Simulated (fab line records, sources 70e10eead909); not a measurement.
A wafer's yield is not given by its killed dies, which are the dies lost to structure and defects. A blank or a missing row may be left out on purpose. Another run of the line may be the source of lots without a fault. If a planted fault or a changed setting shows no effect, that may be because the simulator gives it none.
Which tool was responsible?	flow nand_harc	24 lots with 72 wafers sampled at 6 steps, on a route of 1302 steps

## WHAT THE GAUGES READ, wafer by wafer
Not one reading of a measure or inspect step in the record can be checked against a usual standard deviation.

## WHAT TOOL EACH LOT RAN ON (gives the tool, then ch and the chambers of the sampled wafers, and finally the start)
lot	NHARC_A_STAIRCASE_STRIP_205	NHARC_A_STAIRCASE_ETCH_223	NHARC_A_STAIRCASE_TRIM_224	NHARC_A_STAIRCASE_ETCH_232	NHARC_A_STAIRCASE_ETCH_253	NHARC_A_STAIRCASE_HM_DEP_462
L074	plasma_asher-02 ch 0,1, day 15 23:22	rie_diel-13 ch 2,3, day 16 05:16 or earlier	rie_diel-13 ch 1,2, day 16 05:16 or earlier	rie_diel-13 ch 0,1,3, day 16 05:16 or earlier	rie_diel-01 ch 1,2, day 16 05:16	acl_dep-03 ch 0, day 17 03:46
L075	plasma_asher-01 ch 1, day 16 08:16	rie_diel-13 ch 0,1,2, day 16 14:08 or earlier	rie_diel-13 ch 0,2,3, day 16 14:08 or earlier	rie_diel-06 ch 0,2, day 16 14:08 or earlier	rie_diel-01 ch 1,2, day 16 14:08	acl_dep-02 ch 0, day 17 11:38
L076	plasma_asher-02 ch 0,1, day 16 08:47	rie_diel-13 ch 0,1,2, day 16 15:13 or earlier	rie_diel-13 ch 0,1,2, day 16 15:13 or earlier	rie_diel-01 ch 0,2,3, day 16 15:13 or earlier	rie_diel-06 ch 0,1,3, day 16 15:13	acl_dep-02 ch 0, day 17 13:11
L077	plasma_asher-02 ch 0,1, day 17 04:36	rie_diel-01 ch 2,3, day 17 09:53 or earlier	rie_diel-01 ch 0,1, day 17 09:53 or earlier	rie_diel-01 ch 0,1,2, day 17 09:53 or earlier	rie_diel-06 ch 1,2, day 17 09:53	acl_dep-02 ch 0, day 18 00:06
L078	plasma_asher-02 ch 0,1, day 17 12:33	rie_diel-01 ch 0,1,3, day 17 20:04 or earlier	rie_diel-01 ch 0,1,2, day 17 20:04 or earlier	rie_diel-06 ch 1,2,3, day 17 20:04 or earlier	rie_diel-13 ch 0,2,3, day 17 20:04	acl_dep-02 ch 0, day 18 08:14
L080	plasma_asher-02 ch 1, day 18 07:08	rie_diel-06 ch 0,1, day 18 12:24 or earlier	rie_diel-06 ch 1,3, day 18 12:24 or earlier	rie_diel-06 ch 2,3, day 18 12:24 or earlier	rie_diel-01 ch 0,1,2, day 18 12:24	acl_dep-03 ch 0, day 19 03:08
L079	plasma_asher-02 ch 0,1, day 18 07:26	rie_diel-01 ch 0,1,3, day 18 12:49 or earlier	rie_diel-01 ch 0,1,2, day 18 12:49 or earlier	rie_diel-01 ch 0,2,3, day 18 12:49 or earlier	rie_diel-13 ch 1,2,3, day 18 12:49	acl_dep-03 ch 0, day 19 04:40
L081	plasma_asher-01 ch 0,1, day 19 04:21	rie_diel-01 ch 1,2,3, day 19 12:33 or earlier	rie_diel-01 ch 1,2,3, day 19 12:33 or earlier	rie_diel-13 ch 0,1,2, day 19 12:33 or earlier	rie_diel-06 ch 0,3, day 19 12:33	acl_dep-01 ch 0, day 20 02:33
L083	plasma_asher-02 ch 0,1, day 19 20:32	rie_diel-06 ch 0,2, day 20 01:51 or earlier	rie_diel-06 ch 1,2,3, day 20 01:51 or earlier	rie_diel-01 ch 2,3, day 20 01:51 or earlier	rie_diel-13 ch 0,2,3, day 20 01:51	acl_dep-02 ch 0, day 20 20:52
L082	plasma_asher-01 ch 0,1, day 19 20:58	rie_diel-06 ch 0,3, day 20 03:02 or earlier	rie_diel-06 ch 1,3, day 20 03:02 or earlier	rie_diel-13 ch 0,1, day 20 03:02 or earlier	rie_diel-06 ch 0,2, day 20 03:02	acl_dep-02 ch 0, day 21 00:40
L084	plasma_asher-02 ch 0,1, day 20 09:40	rie_diel-06 ch 0,1, day 20 15:02 or earlier	rie_diel-06 ch 0,1, day 20 15:02 or earlier	rie_diel-06 ch 0,3, day 20 15:02 or earlier	rie_diel-13 ch 1,2,3, day 20 15:02	acl_dep-01 ch 0, day 21 11:20
L086	plasma_asher-01 ch 0,1, day 20 16:22	rie_diel-06 ch 0,3, day 20 21:43 or earlier	rie_diel-06 ch 1,2,3, day 20 21:43 or earlier	rie_diel-06 ch 0,1, day 20 21:43 or earlier	rie_diel-13 ch 0,1, day 20 21:43	acl_dep-03 ch 0, day 21 14:43
L085	plasma_asher-02 ch 0,1, day 20 20:41	rie_diel-06 ch 0,2,3, day 21 04:42 or earlier	rie_diel-06 ch 0,2,3, day 21 04:42 or earlier	rie_diel-06 ch 0,3, day 21 04:42 or earlier	rie_diel-13 ch 0,1,2, day 21 04:42	acl_dep-01 ch 0, day 21 22:07
L087	plasma_asher-01 ch 0,1, day 21 02:56	rie_diel-13 ch 0,1,3, day 21 08:13 or earlier	rie_diel-13 ch 1,2,3, day 21 08:13 or earlier	rie_diel-13 ch 1,2, day 21 08:13 or earlier	rie_diel-13 ch 0,1, day 21 08:13	acl_dep-01 ch 0, day 21 23:58
L088	plasma_asher-02 ch 0,1, day 22 03:32	rie_diel-06 ch 0,1, day 22 08:56 or earlier	rie_diel-06 ch 0,1, day 22 08:56 or earlier	rie_diel-06 ch 0,1,2, day 22 08:56 or earlier	rie_diel-06 ch 1,3, day 22 08:56	acl_dep-03 ch 0, day 22 23:15
L089	plasma_asher-01 ch 1, day 22 04:11	rie_diel-13 ch 0,1, day 22 09:29 or earlier	rie_diel-13 ch 1,2, day 22 09:29 or earlier	rie_diel-13 ch 0,1, day 22 09:29 or earlier	rie_diel-13 ch 0,2, day 22 09:29	acl_dep-01 ch 0, day 22 23:22
L090	plasma_asher-01 ch 0,1, day 22 16:01	rie_diel-01 ch 0,2, day 22 21:19 or earlier	rie_diel-01 ch 1,2,3, day 22 21:19 or earlier	rie_diel-01 ch 1,2,3, day 22 21:19 or earlier	rie_diel-06 ch 1,2, day 22 21:19	acl_dep-02 ch 0, day 23 12:28
L093	plasma_asher-01 ch 0,1, day 23 08:07	rie_diel-13 ch 0,1, day 23 16:19 or earlier	rie_diel-13 ch 0,1,3, day 23 16:19 or earlier	rie_diel-13 ch 0,1, day 23 16:19 or earlier	rie_diel-13 ch 2,3, day 23 16:19	acl_dep-02 ch 0, day 24 09:52
L091	plasma_asher-01 ch 0,1, day 23 10:17	rie_diel-01 ch 1,2, day 23 16:02 or earlier	rie_diel-01 ch 1,3, day 23 16:02 or earlier	rie_diel-01 ch 1,3, day 23 16:02 or earlier	rie_diel-13 ch 1,2, day 23 16:02	acl_dep-03 ch 0, day 24 09:47
L092	plasma_asher-02 ch 0,1, day 23 10:38	rie_diel-01 ch 0,1,2, day 23 16:34 or earlier	rie_diel-01 ch 0,1,3, day 23 16:34 or earlier	rie_diel-01 ch 1,2,3, day 23 16:34 or earlier	rie_diel-06 ch 0,2, day 23 16:34	acl_dep-02 ch 0, day 24 13:34
L094	plasma_asher-02 ch 0,1, day 23 21:14	rie_diel-01 ch 1,3, day 24 04:00 or earlier	rie_diel-01 ch 0,3, day 24 04:00 or earlier	rie_diel-13 ch 1,2, day 24 04:00 or earlier	rie_diel-13 ch 0,1,3, day 24 04:00	acl_dep-02 ch 0, day 25 00:44
L096	plasma_asher-02 ch 0,1, day 24 19:23	rie_diel-06 ch 0,1,3, day 25 01:49 or earlier	rie_diel-06 ch 0,2,3, day 25 01:49 or earlier	rie_diel-01 ch 1,2,3, day 25 01:49 or earlier	rie_diel-13 ch 0,2,3, day 25 01:49	acl_dep-03 ch 0, day 25 18:51
L095	plasma_asher-02 ch 0,1, day 24 19:53	rie_diel-06 ch 0,1,3, day 25 02:34 or earlier	rie_diel-06 ch 0,2,3, day 25 02:34 or earlier	rie_diel-06 ch 0,2, day 25 02:34 or earlier	rie_diel-13 ch 1,2,3, day 25 02:34	acl_dep-03 ch 0, day 25 22:35
L097	plasma_asher-01 ch 0,1, day 25 06:41	rie_diel-13 ch 1,2,3, day 25 12:13 or earlier	rie_diel-13 ch 2,3, day 25 12:13 or earlier	rie_diel-13 ch 1,3, day 25 12:13 or earlier	rie_diel-13 ch 1,3, day 25 12:13	acl_dep-02 ch 0, day 26 05:51
- NHARC_A_STAIRCASE_STRIP_205: strips in O2.
- NHARC_A_STAIRCASE_ETCH_223: etches the open film in C4F8/O2, target depth 100 nm, time 40.5 s.
- NHARC_A_STAIRCASE_TRIM_224: chemistry O2, time 211.2 s.
- NHARC_A_STAIRCASE_ETCH_232: etches the open film in C4F8/O2, target depth 100 nm, time 40.5 s.
- NHARC_A_STAIRCASE_ETCH_253: etches the open film in C4F8/O2, target depth 50 nm, time 20.2 s.
- NHARC_A_STAIRCASE_HM_DEP_462: deposits aC, target thk 800 nm.

## AS READ BY THE TOOLS THEMSELVES (means over the sampled wafers that have a number; for cases with no such wafer, the mark the record gives instead)
NHARC_A_STAIRCASE_STRIP_205. Usual: drypump_motor_current_A 5.43 A, standard deviation 0.28; heater_power_w 334 W, standard deviation 29.
lot	tool	drypump_motor_current_A (A)	heater_power_w (W)	flag
L074	plasma_asher-02	5.46	308	
L075	plasma_asher-01	4.96	342	
L076	plasma_asher-02	5.54	315	
L077	plasma_asher-02	5.46	314	
L078	plasma_asher-02	5.52	317	
L080	plasma_asher-02	5.40	307	
L079	plasma_asher-02	5.45	315	
L081	plasma_asher-01	5.21	360	
L083	plasma_asher-02	5.43	311	
L082	plasma_asher-01	5.50	372	
L084	plasma_asher-02	5.52	315	
L086	plasma_asher-01	5.23	360	
L085	plasma_asher-02	5.50	313	
L087	plasma_asher-01	5.50	375	
L088	plasma_asher-02	5.45	305	
L089	plasma_asher-01	4.96	342	
L090	plasma_asher-01	5.50	375	
L093	plasma_asher-01	5.49	374	
L091	plasma_asher-01	5.22	355	
L092	plasma_asher-02	5.49	309	
L094	plasma_asher-02	5.50	313	
L096	plasma_asher-02	5.44	313	
L095	plasma_asher-02	5.50	315	
L097	plasma_asher-01	5.22	339	

NHARC_A_STAIRCASE_ETCH_223. Usual: oes_product_au 0.938 a.u., standard deviation 0.012; rf_vpp_V 897 V, standard deviation 4.9.
lot	tool	oes_product_au (a.u.)	rf_vpp_V (V)	flag
L074	rie_diel-13	0.942	897	
L075	rie_diel-13	0.935	900	
L076	rie_diel-13	0.946	900	
L077	rie_diel-01	0.931	898	
L078	rie_diel-01	0.933	901	
L080	rie_diel-06	0.929	890	
L079	rie_diel-01	0.934	902	
L081	rie_diel-01	0.921	898	
L083	rie_diel-06	0.929	895	
L082	rie_diel-06	0.937	893	
L084	rie_diel-06	0.938	887	
L086	rie_diel-06	0.945	894	
L085	rie_diel-06	0.956	895	
L087	rie_diel-13	0.954	899	
L088	rie_diel-06	0.948	896	
L089	rie_diel-13	0.949	901	
L090	rie_diel-01	0.934	898	
L093	rie_diel-13	0.931	899	
L091	rie_diel-01	0.920	895	
L092	rie_diel-01	0.928	898	
L094	rie_diel-01	0.937	900	
L096	rie_diel-06	0.930	897	
L095	rie_diel-06	0.928	896	
L097	rie_diel-13	0.950	898	

NHARC_A_STAIRCASE_TRIM_224. Usual: drypump_motor_current_A 5.7 A, standard deviation 0.35; oes_product_au 0.999 a.u., standard deviation 0.0092; rf_vpp_V 57.9 V, standard deviation 0.98; showerhead_plenum_p_Torr 3.56 Torr, standard deviation 0.14; throttle_valve_pct 17.037 %, standard deviation 0.0095.
lot	tool	drypump_motor_current_A (A)	oes_product_au (a.u.)	rf_vpp_V (V)	showerhead_plenum_p_Torr (Torr)	throttle_valve_pct (%)	flag
L074	rie_diel-13	5.8	1.007	58.5	3.69	17.038	
L075	rie_diel-13	5.6	0.999	57.7	3.58	17.041	
L076	rie_diel-13	5.6	1.001	57.6	3.64	17.036	
L077	rie_diel-01	5.8	0.995	58.0	3.63	17.031	
L078	rie_diel-01	5.6	0.989	57.5	3.61	17.043	
L080	rie_diel-06	5.5	0.998	56.9	3.36	17.034	
L079	rie_diel-01	5.6	0.998	58.5	3.61	17.037	
L081	rie_diel-01	5.9	0.984	57.2	3.60	17.038	
L083	rie_diel-06	5.7	0.991	58.4	3.44	17.029	
L082	rie_diel-06	5.5	1.000	56.7	3.35	17.038	
L084	rie_diel-06	5.4	1.006	57.6	3.35	17.035	
L086	rie_diel-06	5.7	0.998	57.7	3.44	17.042	
L085	rie_diel-06	5.6	1.005	58.1	3.48	17.041	
L087	rie_diel-13	5.8	1.014	58.1	3.60	17.042	
L088	rie_diel-06	5.4	1.007	58.6	3.52	17.037	
L089	rie_diel-13	5.8	1.001	58.2	3.66	17.037	
L090	rie_diel-01	5.9	0.993	58.2	3.58	17.046	
L093	rie_diel-13	5.7	1.012	58.3	3.61	17.032	
L091	rie_diel-01	6.1	0.999	59.1	3.65	17.039	
L092	rie_diel-01	5.9	0.994	57.8	3.67	17.030	
L094	rie_diel-01	5.9	0.998	58.7	3.72	17.037	
L096	rie_diel-06	5.6	0.996	57.1	3.46	17.035	
L095	rie_diel-06	5.6	0.990	57.4	3.46	17.031	
L097	rie_diel-13	5.8	1.015	57.9	3.53	17.039	

NHARC_A_STAIRCASE_ETCH_232. Usual: oes_product_au 0.941 a.u., standard deviation 0.011; rf_vpp_V 897 V, standard deviation 4.9.
lot	tool	oes_product_au (a.u.)	rf_vpp_V (V)	flag
L074	rie_diel-13	0.942	900	
L075	rie_diel-06	0.918	895	
L076	rie_diel-01	0.940	901	
L077	rie_diel-01	0.939	899	
L078	rie_diel-06	0.952	893	
L080	rie_diel-06	0.953	895	
L079	rie_diel-01	0.942	901	
L081	rie_diel-13	0.951	900	
L083	rie_diel-01	0.948	897	
L082	rie_diel-13	0.915	900	
L084	rie_diel-06	0.955	892	
L086	rie_diel-06	0.952	890	
L085	rie_diel-06	0.949	893	
L087	rie_diel-13	0.936	901	
L088	rie_diel-06	0.945	897	
L089	rie_diel-13	0.931	899	
L090	rie_diel-01	0.928	898	
L093	rie_diel-13	0.940	900	
L091	rie_diel-01	0.930	899	
L092	rie_diel-01	0.940	898	
L094	rie_diel-13	0.934	901	
L096	rie_diel-01	0.943	898	
L095	rie_diel-06	0.937	892	
L097	rie_diel-13	0.950	898	

NHARC_A_STAIRCASE_ETCH_253. Usual: oes_product_au 0.944 a.u., standard deviation 0.023; rf_vpp_V 898 V, standard deviation 4.4.
lot	tool	oes_product_au (a.u.)	rf_vpp_V (V)	flag
L074	rie_diel-01	0.904	898	
L075	rie_diel-01	0.941	897	
L076	rie_diel-06	0.927	891	
L077	rie_diel-06	0.971	890	
L078	rie_diel-13	0.919	898	
L080	rie_diel-01	0.918	899	
L079	rie_diel-13	0.973	898	
L081	rie_diel-06	0.941	892	
L083	rie_diel-13	0.924	897	
L082	rie_diel-06	0.961	894	
L084	rie_diel-13	0.976	899	
L086	rie_diel-13	0.922	902	
L085	rie_diel-13	0.933	900	
L087	rie_diel-13	0.939	900	
L088	rie_diel-06	0.958	903	
L089	rie_diel-13	0.949	897	
L090	rie_diel-06	0.966	902	
L093	rie_diel-13	0.968	896	
L091	rie_diel-13	0.980	901	
L092	rie_diel-06	0.923	894	
L094	rie_diel-13	0.970	898	
L096	rie_diel-13	0.928	896	
L095	rie_diel-13	0.924	899	
L097	rie_diel-13	0.953	901	

NHARC_A_STAIRCASE_HM_DEP_462. Usual: throttle_valve_pct reads 35.001 % (standard deviation 0.0089).
lot	tool	throttle_valve_pct (%)	flag
L074	acl_dep-03	35.004	
L075	acl_dep-02	35.000	
L076	acl_dep-02	34.996	
L077	acl_dep-02	35.003	
L078	acl_dep-02	35.001	
L080	acl_dep-03	35.006	
L079	acl_dep-03	35.000	
L081	acl_dep-01	35.008	
L083	acl_dep-02	35.007	
L082	acl_dep-02	34.999	
L084	acl_dep-01	35.004	
L086	acl_dep-03	35.001	
L085	acl_dep-01	35.009	
L087	acl_dep-01	35.005	
L088	acl_dep-03	35.006	
L089	acl_dep-01	34.988	
L090	acl_dep-02	35.003	
L093	acl_dep-02	34.997	
L091	acl_dep-03	35.007	
L092	acl_dep-02	34.993	
L094	acl_dep-02	35.012	
L096	acl_dep-03	35.004	
L095	acl_dep-03	35.003	
L097	acl_dep-02	35.000	

## THE ANSWER, worked out from the rows above alone
Rule: a lot is off if the mean of its wafers that have a number lies more than 3 standard deviations from the usual mean. A lot without any number at a reading at which 4 lots or more have one is off too. The other lots that the step has rows for count as sound. After the gauges, taken in route order, come the tools' own readings; for these a lot's mean is taken, as printed above. The first step at which some lot is off is used, and at that step the reading that is off furthest; a lot without a number counts as furthest.
Nothing can be told from this: no lot is off at any reading shown.

## WHAT THE SIMULATOR PUT IN
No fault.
